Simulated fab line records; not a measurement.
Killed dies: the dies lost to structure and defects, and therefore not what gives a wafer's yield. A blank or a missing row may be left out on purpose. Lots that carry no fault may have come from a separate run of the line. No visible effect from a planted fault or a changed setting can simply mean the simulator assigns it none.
A single fault, viewed from 2 desks :: flow n5-finfet :: what lay behind the numbers comes last; until then each desk has only its own

TOOL OWNER'S DESK, krf-scanner-02
The tool's own readings at N5_ZERO_LAYER_EXPOSE_08 (exposes mask ZERO, defocus 0 nm, target cd 2000 nm): means of the sampled wafers that have a number, for each lot that ran on this tool. Any lot whose mean is over 4 standard deviations away from the usual mean is out of limits and marked OUT; that distance is given in the brackets.
Columns: A = exposure-dose-mJ-cm2 at N5_ZERO_LAYER_EXPOSE_08, usual 16.190
lot: L547
first seen here: day 1 12:37
A: 16.198

lot: L552
first seen here: day 2 18:36
A: 16.197

lot: L554
first seen here: day 3 06:28
A: 15.719 (-28) OUT

lot: L555
first seen here: day 3 12:29
A: 15.817 (-22) OUT

lot: L557
first seen here: day 4 00:36
A: 15.883 (-18) OUT
This desk finds L554, L555, L557 out of limits, L554 being first, at day 3 06:28 (exposure-dose-mJ-cm2 at N5_ZERO_LAYER_EXPOSE_08). L547, L552: within limits.

THE DEFECT DESK
What the inspections along the route counted, lot by lot: means of the sampled wafers that have a number. Any lot whose mean is over 4 standard deviations away from the usual mean is out of limits and marked OUT; that distance is given in the brackets.
Columns: A = raw-defect-count at N5_START_INSPECT_01, usual 6.0
lot: L547
first seen here: day 1 12:02
A: 6.3

lot: L552
first seen here: day 2 18:02
A: 5.3

lot: L554
first seen here: day 3 06:02
A: 7.0

lot: L555
first seen here: day 3 12:02
A: 7.7

lot: L557
first seen here: day 4 00:02
A: 5.0

lot: L562
first seen here: day 5 06:02
A: 8.3

lot: L570
first seen here: day 7 06:02
A: 5.7
This desk found nothing out of limits on any of the 7 lots.

BROUGHT TOGETHER
An alarm could have come from the tool owner's desk at day 3 06:28, on L554, L555, L557.
No out-of-limits result turned up at the defect desk.
The defect desk has L554, L555, L557 on record, within its limits.
N5_ZERO_LAYER_EXPOSE_08 was run on krf-scanner-02 by each of the lots named.

WHAT THE SIMULATOR PUT IN
Drift in process parameters on krf-scanner-02 at N5_ZERO_LAYER_EXPOSE_08, starting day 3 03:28. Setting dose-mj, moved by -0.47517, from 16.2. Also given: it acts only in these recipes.
Shown lots that were struck: L554, L555, L557.
Each desk's first reading out of limits, in hours after the fault started: the tool owner's desk, 3.
